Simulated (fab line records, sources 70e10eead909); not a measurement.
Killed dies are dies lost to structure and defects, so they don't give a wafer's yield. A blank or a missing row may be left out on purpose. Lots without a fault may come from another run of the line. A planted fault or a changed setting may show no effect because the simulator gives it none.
Tool commonality check | flow nand_harc | 3 lots, 9 wafers sampled

WHY IT WAS OPENED
At NHARC_END_SORT_01 the reading killed_at_array is flagged on 3 of 3 lots. Wafers without a fault read 29, standard deviation 11.
Rule: a lot is flagged when every wafer of it that has a number lies more than 4 standard deviations from that mean, or none has a number. The other lots count as sound.

lot  | measured     | on        | killed_at_array, wafer by wafer | flag
L733 | day 22 17:02 | prober-02 | 674 673 673                     | FLAGGED
L732 | day 22 23:06 | prober-01 | 674 675 676                     | FLAGGED
L734 | day 23 05:43 | prober-02 | 674 675 675                     | FLAGGED
The numbers of the flagged lots are 674 on average: +645 against the usual, or +59 standard deviations.

WHICH TOOL RAN EACH LOT
The record holds 4 process steps before the reading, out of a route of 1159 steps. In each cell: the tool, then ch and the chambers that the sampled wafers went through, then the start.
lot  | flag    | NHARC_A_SLIT_DEP_23             | NHARC_A_WL_FILL_ETCHBACK_04       | NHARC_A_WL_FILL_STRIP_27             | NHARC_A_WL_FILL_ALD_10
L733 | FLAGGED | pecvd-03 ch 0,1,2, day 17 21:27 | rie_metal-02 ch 0,1, day 18 13:52 | plasma_asher-02 ch 0,1, day 18 14:13 | ald_hk-04 ch 0,2, day 18 19:10
L732 | FLAGGED | pecvd-01 ch 0,1, day 17 21:16   | rie_metal-02 ch 0,1, day 18 19:11 | plasma_asher-02 ch 0,1, day 18 19:57 | ald_hk-02 ch 0,3, day 19 01:42
L734 | FLAGGED | pecvd-02 ch 0,1,2, day 18 07:13 | rie_metal-02 ch 0,1, day 19 00:15 | plasma_asher-02 ch 0,1, day 19 00:38 | ald_hk-04 ch 1,2,3, day 19 05:53
What these steps do:
- NHARC_A_SLIT_DEP_23: deposits SiON, target thk 100 nm.
- NHARC_A_WL_FILL_ETCHBACK_04: etches the open film in NF3, target depth 60 nm, time 120 s.
- NHARC_A_WL_FILL_STRIP_27: strips in N2/H2, time 20 s.
- NHARC_A_WL_FILL_ALD_10: deposits SiO2, target thk 50 nm, pulse time 10 s, ald cycles 500.
- NHARC_END_SORT_01

FLAGGED OVER TOTAL, TOOL BY TOOL (the gauges that took the reading come last)
step                        | tool            | lots run | flagged | share of the flagged lots | sound lots run after its first flagged lot
NHARC_A_SLIT_DEP_23         | pecvd-01        | 1        | 1       | some                      | 0
NHARC_A_SLIT_DEP_23         | pecvd-02        | 1        | 1       | some                      | 0
NHARC_A_SLIT_DEP_23         | pecvd-03        | 1        | 1       | some                      | 0
NHARC_A_WL_FILL_ETCHBACK_04 | rie_metal-02    | 3        | 3       | all                       | 0
NHARC_A_WL_FILL_STRIP_27    | plasma_asher-02 | 3        | 3       | all                       | 0
NHARC_A_WL_FILL_ALD_10      | ald_hk-02       | 1        | 1       | some                      | 0
NHARC_A_WL_FILL_ALD_10      | ald_hk-04       | 2        | 2       | some                      | 0
NHARC_END_SORT_01           | prober-01       | 1        | 1       | some                      | 0
NHARC_END_SORT_01           | prober-02       | 2        | 2       | some                      | 0

WHAT THE TABLE ALLOWS
2 rows of the table ran every flagged lot: rie_metal-02 at NHARC_A_WL_FILL_ETCHBACK_04, plasma_asher-02 at NHARC_A_WL_FILL_STRIP_27.
- rie_metal-02 at NHARC_A_WL_FILL_ETCHBACK_04: 3 of its 3 lots flagged. It ran no sound lot before its first flagged lot in this sample, so the start can't be narrowed down. Its own readings lie more than 4 standard deviations out on every wafer of the flagged lots: oes_product_au.
- plasma_asher-02 at NHARC_A_WL_FILL_STRIP_27: 3 of its 3 lots flagged. It ran no sound lot before its first flagged lot in this sample, so the start can't be narrowed down.
Counting lots can't tell these 2 tools apart, because each fits a fault that began at some hour. More lots, or a look at what each step does to the wafer, might.

WHAT THE SIMULATOR HAD PUT IN
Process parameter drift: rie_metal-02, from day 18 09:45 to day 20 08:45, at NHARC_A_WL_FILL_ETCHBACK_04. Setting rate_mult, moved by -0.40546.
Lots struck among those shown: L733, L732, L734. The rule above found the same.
